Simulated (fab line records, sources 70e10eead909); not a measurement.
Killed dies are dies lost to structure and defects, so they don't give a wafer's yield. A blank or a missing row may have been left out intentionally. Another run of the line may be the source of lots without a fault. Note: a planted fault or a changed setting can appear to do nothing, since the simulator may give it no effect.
Which tool was responsible? | flow nand harc | at 1 step of a route of 1302, 24 lots with 72 wafers sampled

WHAT EACH GAUGE READ, for each wafer
NHARC_A_CHANNEL_HOLE_D1_INSPECT_12.
lot  | measured     | on                | raw defect count
L074 | day 8 04:43  | defect inspect-02 | 6 2 4
L075 | day 8 23:14  | defect inspect-01 | 5 3 9
L076 | day 9 04:52  | defect inspect-01 | 3 6 1
L077 | day 9 16:32  | defect inspect-01 | 12 12 7
L079 | day 10 06:58 | defect inspect-02 | 1 3 4
L078 | day 10 08:04 | defect inspect-02 | 5 9 6
L080 | day 10 22:41 | defect inspect-01 | 7 8 9
L081 | day 10 22:52 | defect inspect-01 | 8 7 11
L082 | day 11 21:19 | defect inspect-02 | 3 7 3
L083 | day 11 22:09 | defect inspect-02 | 4 7 7
L084 | day 12 20:45 | defect inspect-01 | 6 4 2
L085 | day 13 00:15 | defect inspect-01 | 5 7 6
L086 | day 13 15:46 | defect inspect-01 | 2 3 6
L087 | day 13 21:59 | defect inspect-02 | 6 9 5
L088 | day 14 17:51 | defect inspect-01 | 3 8 8
L089 | day 14 18:12 | defect inspect-01 | 4 3 2
L090 | day 15 05:43 | defect inspect-02 | 10 3 12
L091 | day 15 10:56 | defect inspect-01 | 4 1 10
L092 | day 15 23:23 | defect inspect-01 | 2 7 4
L093 | day 16 18:31 | defect inspect-02 | 0 4 8
L094 | day 16 18:49 | defect inspect-02 | 2 6 4
L095 | day 16 20:25 | defect inspect-02 | 3 5 6
L096 | day 17 14:55 | defect inspect-01 | 1 5 5
L097 | day 18 01:46 | defect inspect-01 | 4 9 4

WHICH TOOL RAN EACH LOT (tool, then ch and the chambers of the sampled wafers, then the start)
Before these readings, the record contains no process step.

AS READ BY THE TOOLS THEMSELVES (means over the sampled wafers that have a number; for cases with no such wafer, the mark the record gives instead)
The record holds no such reading with a usual standard deviation.

THE ANSWER, worked out from the rows above alone
Rule: usual is defined by the lots themselves. The widest of any qualifying gaps counts: lots, ordered by their means at a reading, are off when they make up no more than a third of the lots, leave a main group of 4 or more, and stand apart from it by 3 or more times the standard deviation of that group's means. A main group whose means are all the same, to the digits that the tables above print for the reading, isn't used. A lot without any number at a reading at which 4 lots or more have one is off too. The other lots that the step has rows for count as sound. After the gauges, taken in route order, come the tools' own readings; for these a lot's mean is taken, as printed above. The first step at which some lot is off is used, and at that step the reading that is off furthest; a lot without a number counts as furthest.
No lot is off at any reading shown: from this, nothing can be told.

WHAT THE SIMULATOR HAD PUT IN
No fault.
